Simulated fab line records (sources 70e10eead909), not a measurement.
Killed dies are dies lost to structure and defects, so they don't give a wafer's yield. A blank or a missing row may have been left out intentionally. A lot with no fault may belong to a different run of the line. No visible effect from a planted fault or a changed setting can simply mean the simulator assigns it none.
fab line records	flow nand_harc
[record] lots = 5	wafers = 15	last_day = 32
route steps=1302 shown P_GATE@170 END@1302
lots that met no fault: from a run of the same line without faults
start_h: hours from the record's first day to the start of the lot's first wafer shown	wait_h: how many hours have passed since the lot's step before this one	" the same as in the row above	L1.1+2: one row covering several wafers at once	- no value, or no start was given	* or withheld: withheld	< > ~ a bound
route shown NAME@n: a module of which the file shows steps, and the number in the route of the first	usual: average and standard deviation across the fault-free wafers	same: alike in all rows	chamber/n: place in a boat	sites: readings site by site	_std_site: standard deviation of those values	_edge_site: mean of outer sites minus mean of inner sites	radius_mm: how far each site lies from the wafer's centre	mask NAME#n: copy n	behind: the last tool/chamber to shape the wafer	hold: the reason the lot was held/the length of the hold in hours/how it ended	device: transistor that didn't switch, given as n, p or np	end of line: at the end of the route, the tests of the same wafers	a step without rows: its recipe alone	killed: not the wafer's yield, but the dies lost to structure and defects at the first sort	map: dies across one wafer; x = killed, . = not, _ = none there
set.NAME: the setting as run; set.NAME@STEP: as run at that earlier step	model.NAME: the simulator's own value behind a step, which no gauge read
certain route steps with their lots: each step a table, each wafer a row
services: the hour from which a tool's chamber was out of use, counted from the record's first day as start_h (under 0 if before that day), plus the number of hours and why
[[steps]]
[step NHARC_P_GATE_CD_MEAS_46]
[recipe] target_cd_nm = 720	landing_energy_ev = 500
[usual] cd_nm = 719.0/2.7
lot.wafer	tool	chamber	start_h	wait_h	cd_nm
L143.3	cd_sem-03	0	182.70	-	719.2
L143.4	"	0	"	"	717.0
L143.5	"	0	"	"	717.7
L146.1	cd_sem-03	0	218.58	-	719.4
L146.4	"	0	"	"	717.3
L146.6	"	0	"	"	721.7
L147.1	cd_sem-03	0	229.66	-	718.2
L147.3	"	0	"	"	719.1
L147.4	"	0	"	"	723.0
L155.2	cd_sem-01	0	301.50	-	712.1
L155.4	"	0	"	"	717.5
L155.5	"	0	"	"	717.4
L156.2	cd_sem-01	0	312.47	-	718.8
L156.3	"	0	"	"	721.6
L156.6	"	0	"	"	723.0
[step NHARC_P_GATE_HARDBAKE_47]
[recipe] temp_c = 125	time_s = 80
[step NHARC_P_GATE_DESCUM_48]
[recipe] time_s = 3	o2_flow_sccm = 200	ar_flow_sccm = 0	bias_power_w = 0	chemistry = O2
[usual] drypump_motor_current_A = 5.9/0.59	oes_product_au = 0.999/0.015	rf_vpp_V = 57.7/0.82	showerhead_plenum_p_Torr = 1.90/0.078	throttle_valve_pct = 11.310/0.0098
[same] time_s = 3
lot.wafer	tool	chamber	start_h	wait_h	drypump_motor_current_A	oes_product_au	rf_hours_counter_h	rf_vpp_V	showerhead_plenum_p_Torr	throttle_valve_pct
L143.4	rie_diel-02	0	182.87	-	5.3	0.991	6.3	57.1	2.01	11.318
L143.3	"	1	"	"	6.7	1.016	6.7	58.1	1.78	11.310
L143.5	"	3	"	"	5.9	1.003	-	59.5	2.01	11.317
L146.4	rie_diel-09	3	218.74	-	6.8	0.993	3.6	58.3	1.95	11.300
L146.1	"	0	"	"	5.7	0.994	3.2	57.7	1.84	11.294
L146.6	"	3	"	"	6.8	1.006	-	58.2	1.95	11.306
L147.4	rie_diel-02	3	229.82	-	5.9	0.985	0.1	59.4	2.01	11.315
L147.1	"	1	"	"	6.7	1.000	0.1	57.3	1.78	11.311
L147.3	"	2	"	"	6.6	0.978	0.1	58.7	1.90	11.303
L155.2	rie_diel-04	2	301.67	-	5.8	0.997	9.5	56.9	1.99	11.303
L155.4	"	1	"	"	5.7	1.023	9.0	57.8	1.87	11.298
L155.5	"	3	"	"	5.1	0.973	-	58.9	1.89	11.315
L156.2	rie_diel-09	0	312.64	-	5.7	0.995	5.6	58.2	1.84	11.312
L156.3	"	1	"	"	5.7	0.992	9.6	57.0	1.78	11.313
L156.6	"	3	"	"	6.8	1.007	-	58.5	1.95	11.312
[step NHARC_P_GATE_IMPLANT_49]
[recipe] energy_kev = 30	dose_cm2 = 3e+15	tilt_deg = 7
[step NHARC_P_GATE_STRIP_111]
[recipe] power_w = 1500	temp_c = 110	time_s = 250	chemistry = N2/H2
[usual] drypump_motor_current_A = 5.6/0.39	heater_power_w = 89/8.2
[same] time_s = 250
lot.wafer	tool	chamber	start_h	wait_h	drypump_motor_current_A	heater_power_w	rf_hours_counter_h
L143.4	plasma_asher-02	0	183.32	0.2	5.6	88	-
L143.3	"	1	"	"	6.1	75	-
L143.5	"	1	"	"	6.2	80	-
L146.1	plasma_asher-02	1	219.11	0.2	6.2	79	26
L146.4	"	1	"	"	6.1	79	-
L146.6	"	0	"	"	5.6	87	-
L147.1	plasma_asher-02	1	230.19	0.2	6.2	78	28
L147.4	"	1	"	"	6.2	77	-
L147.3	"	0	"	"	5.6	86	-
L155.2	plasma_asher-02	0	302.09	0.2	5.6	85	9
L155.4	"	1	"	"	6.1	75	-
L155.5	"	1	"	"	6.1	75	-
L156.2	plasma_asher-01	0	313.05	0.2	5.1	96	25
L156.3	"	0	"	"	5.0	96	-
L156.6	"	1	"	"	5.6	94	-
[step NHARC_P_GATE_STRIP_75]
[recipe] power_w = 1500	temp_c = 250	chemistry = O2
[usual] drypump_motor_current_A = 5.6/0.4	heater_power_w = 331/31
lot.wafer	tool	chamber	start_h	wait_h	drypump_motor_current_A	heater_power_w	rf_hours_counter_h
L143.4	plasma_asher-02	0	183.55	0.2	5.6	323	-
L143.3	"	1	"	"	6.2	300	-
L143.5	"	1	"	"	6.2	296	-
L146.1	plasma_asher-02	1	219.41	0.3	6.2	293	26
L146.4	"	1	"	"	6.2	296	-
L146.6	"	0	"	"	5.6	319	-
L147.1	plasma_asher-02	1	230.49	0.3	6.2	289	28
L147.4	"	1	"	"	6.2	298	-
L147.3	"	0	"	"	5.7	332	-
L155.2	plasma_asher-02	0	302.35	0.2	5.7	311	9
L155.4	"	1	"	"	6.1	290	-
L155.5	"	1	"	"	6.2	276	-
L156.2	plasma_asher-01	0	313.31	0.2	5.0	358	26
L156.3	"	0	"	"	5.0	365	-
L156.6	"	1	"	"	5.6	359	-
[step NHARC_P_GATE_STRIP_50]
[recipe] time_s = 900	temp_c = 130	chemistry = SPM
[step NHARC_P_GATE_DEHYDRATE_51]
[recipe] temp_c = 150	time_s = 120
[step NHARC_P_GATE_HMDS_52]
[recipe] time_s = 30
[step NHARC_P_GATE_COAT_53]
[recipe] spin_rpm = 3000
[step NHARC_P_GATE_SOFTBAKE_54]
[recipe] temp_c = 122	time_s = 95
[step NHARC_P_GATE_EBR_55]
[step NHARC_P_GATE_EXPOSE_56]
[recipe] na = 0.6	target_cd_nm = 720	dose_mj = 14.81	mask_id = P_PSD
[usual] exposure_dose_mJ_cm2 = 14.813/0.016	stage_vel_mm_s = 499.99/0.25
lot.wafer	tool	chamber	start_h	wait_h	mask	exposure_dose_mJ_cm2	stage_vel_mm_s
L143.3	krf_scanner-01	0	184.30	-	P_PSD#0	14.843	499.98
L143.4	"	0	"	"	P_PSD#0	14.836	500.27
L143.5	"	0	"	"	P_PSD#0	14.830	500.58
L146.1	krf_scanner-02	0	220.18	-	P_PSD_R1#0	14.829	499.83
L146.4	"	0	"	"	P_PSD_R1#0	14.808	499.87
L146.6	"	0	"	"	P_PSD_R1#0	14.810	499.85
L147.1	krf_scanner-01	0	231.26	-	P_PSD#0	14.813	499.77
L147.3	"	0	"	"	P_PSD#0	14.804	500.33
L147.4	"	0	"	"	P_PSD#0	14.806	500.05
L155.2	krf_scanner-01	0	303.00	-	P_PSD#0	14.809	500.38
L155.4	"	0	"	"	P_PSD#0	14.807	499.66
L155.5	"	0	"	"	P_PSD#0	14.794	499.83
L156.2	krf_scanner-02	0	314.08	-	P_PSD#0	14.778	500.32
L156.3	"	0	"	"	P_PSD#0	14.811	500.23
L156.6	"	0	"	"	P_PSD#0	14.785	500.26
[step NHARC_P_GATE_PEB_57]
[recipe] peb_temp_c = 118	peb_time_s = 85
[step NHARC_P_GATE_DEVELOP_58]
[recipe] time_s = 70
[step NHARC_P_GATE_CD_MEAS_59]
[recipe] target_cd_nm = 720	landing_energy_ev = 500
[usual] cd_nm = 720.3/2.3
lot.wafer	tool	chamber	start_h	wait_h	cd_nm
L143.3	cd_sem-01	0	184.45	-	723.4
L143.4	"	0	"	"	720.6
L143.5	"	0	"	"	719.4
L146.1	cd_sem-03	0	220.34	-	760.8
L146.4	"	0	"	"	762.8
L146.6	"	0	"	"	762.4
L147.1	cd_sem-03	0	231.42	-	722.7
L147.3	"	0	"	"	719.3
L147.4	"	0	"	"	715.1
L155.2	cd_sem-03	0	303.17	-	721.3
L155.4	"	0	"	"	722.3
L155.5	"	0	"	"	721.9
L156.2	cd_sem-02	0	314.23	-	723.4
L156.3	"	0	"	"	723.8
L156.6	"	0	"	"	723.5
[step NHARC_P_GATE_HARDBAKE_60]
[recipe] temp_c = 125	time_s = 80
[step NHARC_END_SORT_01]
[recipe] temp_c = 25
[usual] killed_at_array = 57/21	killed_at_other = 0.9/1.2	killed_at_periphery = 4.2/2.9	killed_dies = 62/21	killed_open = 3.2/1.8	killed_short = 2.4/1.5
[same] gross_dies = 677
lot.wafer	tool	chamber	start_h	wait_h	killed_at_array	killed_at_other	killed_at_periphery	killed_dies	killed_open	killed_short
L143.3	prober-01	0	649.02	3.1	75	0	2	77	3	1
L143.4	prober-01	0	649.84	3.4	65	1	2	68	1	3
L143.5	prober-01	0	650.65	3.8	75	0	2	77	0	3
L146.1	prober-01	0	674.46	2.5	80	0	3	83	3	1
L146.4	prober-01	0	676.85	3.4	76	2	1	79	3	1
L146.6	prober-01	0	678.44	4.0	78	0	3	81	1	0
L147.1	prober-02	0	674.50	2.5	40	2	4	46	1	5
L147.3	prober-02	0	676.07	3.1	33	0	4	37	4	3
L147.4	prober-02	0	676.85	3.4	43	0	7	50	4	1
L156.2	prober-01	0	762.67	2.8	58	1	4	63	6	1
L156.3	prober-01	0	763.47	3.1	64	0	6	70	5	2
L156.6	prober-01	0	765.86	4.0	62	2	4	68	5	1
// killed by level:class
L143.3 A_CHANNEL_HOLE_D2:chamber_film_flake=37 A_SLIT:chamber_film_flake=25 A_CHANNEL_HOLE_D1:chamber_film_flake=5 A_BLC:chamber_film_flake=3 A_CHANNEL_FILL_D2:chamber_film_flake=2 P_CONTACT:geometric_particle:short=1 A_WL_FILL:geometric_particle:open=1 A_BLC:geometric_particle:open=1
L143.4 A_CHANNEL_HOLE_D2:chamber_film_flake=33 A_SLIT:chamber_film_flake=21 A_CHANNEL_HOLE_D1:chamber_film_flake=4 A_CHANNEL_FILL_D2:chamber_film_flake=2 A_CONTACT:chamber_film_flake=2 P_STI:geometric_particle:short=1 A_SOURCE_PLATE:geometric_particle:open=1 A_DECK1_JOINT:geometric_particle:short=1
L143.5 A_CHANNEL_HOLE_D2:chamber_film_flake=33 A_SLIT:chamber_film_flake=24 A_CHANNEL_HOLE_D1:chamber_film_flake=11 P_STI:chamber_film_flake=2 A_ONON_D1:geometric_particle:short=1 A_CHANNEL_HOLE_D2:geometric_particle:short=1 A_M1:geometric_particle:short=1 A_ZERO_WELL:chamber_film_flake=1
L146.1 A_CHANNEL_HOLE_D1:chamber_film_flake=31 A_SLIT:chamber_film_flake=31 A_CONTACT:chamber_film_flake=8 A_STAIRCASE:chamber_film_flake=4 A_DECK1_JOINT:chamber_film_flake=2 P_CONTACT:geometric_particle:open=1 P_M0:geometric_particle:short=1 A_CHANNEL_FILL_D1:geometric_particle:open=1
L147.1 A_CHANNEL_HOLE_D2:chamber_film_flake=14 A_STAIRCASE:chamber_film_flake=9 A_WL_FILL:chamber_film_flake=4 P_GATE:chamber_film_flake=3 A_CHANNEL_HOLE_D1:chamber_film_flake=3 A_CHANNEL_FILL_D1:geometric_particle:short=2 A_ZERO_WELL:chamber_film_flake=2 P_CONTACT:geometric_particle:short=1
L147.3 A_CHANNEL_HOLE_D2:chamber_film_flake=13 A_STAIRCASE:chamber_film_flake=5 A_CHANNEL_HOLE_D1:chamber_film_flake=4 P_GATE:chamber_film_flake=2 A_ZERO_WELL:chamber_film_flake=2 P_GATE:geometric_particle:open=1 P_CONTACT:geometric_particle:open=1 A_CHANNEL_HOLE_D1:geometric_particle:short=1
L146.4 A_CHANNEL_HOLE_D1:chamber_film_flake=34 A_SLIT:chamber_film_flake=23 A_CHANNEL_FILL_D2:chamber_film_flake=6 A_CONTACT:chamber_film_flake=4 A_STAIRCASE:chamber_film_flake=4 A_WL_FILL:chamber_film_flake=2 P_CONTACT:geometric_particle:open=1 A_DECK1_JOINT:geometric_particle:open=1
L147.4 A_CHANNEL_HOLE_D2:chamber_film_flake=17 A_CHANNEL_HOLE_D1:chamber_film_flake=8 A_STAIRCASE:chamber_film_flake=6 P_GATE:chamber_film_flake=6 A_WL_FILL:chamber_film_flake=4 A_SLIT:chamber_film_flake=2 P_M1:geometric_particle:short=1 A_ONON_D1:geometric_particle:open=1
L146.6 A_CHANNEL_HOLE_D1:chamber_film_flake=36 A_SLIT:chamber_film_flake=35 A_CONTACT:chamber_film_flake=3 P_GATE:chamber_film_flake=2 A_DECK1_JOINT:chamber_film_flake=2 A_CHANNEL_FILL_D2:chamber_film_flake=2 P_CONTACT:geometric_particle:open=1
L156.2 A_CHANNEL_HOLE_D2:chamber_film_flake=29 A_CHANNEL_HOLE_D1:chamber_film_flake=11 A_SLIT:chamber_film_flake=5 A_CONTACT:chamber_film_flake=5 A_STAIRCASE:chamber_film_flake=3 P_STI:geometric_particle:open=1 P_CONTACT:geometric_particle:open=1 A_ONON_D1:geometric_particle:open=1
L156.3 A_CHANNEL_HOLE_D2:chamber_film_flake=26 A_CHANNEL_HOLE_D1:chamber_film_flake=18 A_WL_FILL:chamber_film_flake=9 A_SLIT:chamber_film_flake=5 P_CONTACT:chamber_film_flake=3 P_CONTACT:geometric_particle:open=1 P_M0:geometric_particle:open=1 A_ONON_D2:geometric_particle:short=1
L156.6 A_CHANNEL_HOLE_D2:chamber_film_flake=23 A_CHANNEL_HOLE_D1:chamber_film_flake=13 A_SLIT:chamber_film_flake=9 A_CONTACT:chamber_film_flake=6 A_STAIRCASE:chamber_film_flake=5 A_WL_FILL:chamber_film_flake=3 P_CONTACT:geometric_particle:open=1 P_M0:geometric_particle:open=1
[[services]]
tool	chamber	start_h	hours	kind
rie_diel-04	-	168.21	0.3	repair
rie_diel-02	0	171.20	-	clean
rie_diel-02	1	171.20	-	clean
rie_diel-02	2	171.20	-	clean
rie_diel-02	3	171.20	-	clean
krf_scanner-01	0	174.79	-	calibration
rie_diel-09	0	177.12	-	clean
rie_diel-04	-	177.90	9.0	pm
plasma_asher-01	-	179.66	9.0	pm
rie_diel-09	0	183.59	2.6	repair
rie_diel-04	-	211.81	0.4	repair
rie_diel-02	-	216.70	9.0	pm
rie_diel-04	0	227.00	8.0	repair
rie_diel-09	0	235.55	59.5	repair
rie_diel-04	0	235.93	13.3	repair
krf_scanner-01	-	238.08	2.4	repair
plasma_asher-02	-	249.55	9.0	pm
plasma_asher-02	0	249.55	9.0	vent_cycle
plasma_asher-02	1	249.55	9.0	vent_cycle
plasma_asher-02	0	258.55	-	clean
plasma_asher-02	1	258.55	-	clean
krf_scanner-02	-	266.00	4.0	pm
krf_scanner-01	-	312.00	4.0	pm
rie_diel-09	0	312.87	24.6	repair
[[key]]
[first_sign] step = NHARC_P_GATE_EXPOSE_56	reading = mask	direction = changed
[effect] step = NHARC_P_GATE_CD_MEAS_59	reading = cd_nm	direction = up	sigmas = 18	usual = 720.3	struck = 762.0
met_at NHARC_P_GATE_EXPOSE_56
struck_wafers L146.1,L146.4,L146.6
tester_left_out L146
[fault] kind = wrong_mask	tool = any	chamber = -	onset_h = 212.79	steps = NHARC_P_GATE_EXPOSE_56	aux_copy = P_PSD_R1#0	cd_offset_nm = 39.101	scope = struck_lots_only
// tester_left_out: of these lots the tester's yield and bins aren't shown, on N5 and GAA mostly nor the transistor test; their killed dies are dies lost to structure and defects alone, not to doping, threshold or leakage, so they don't give the yield
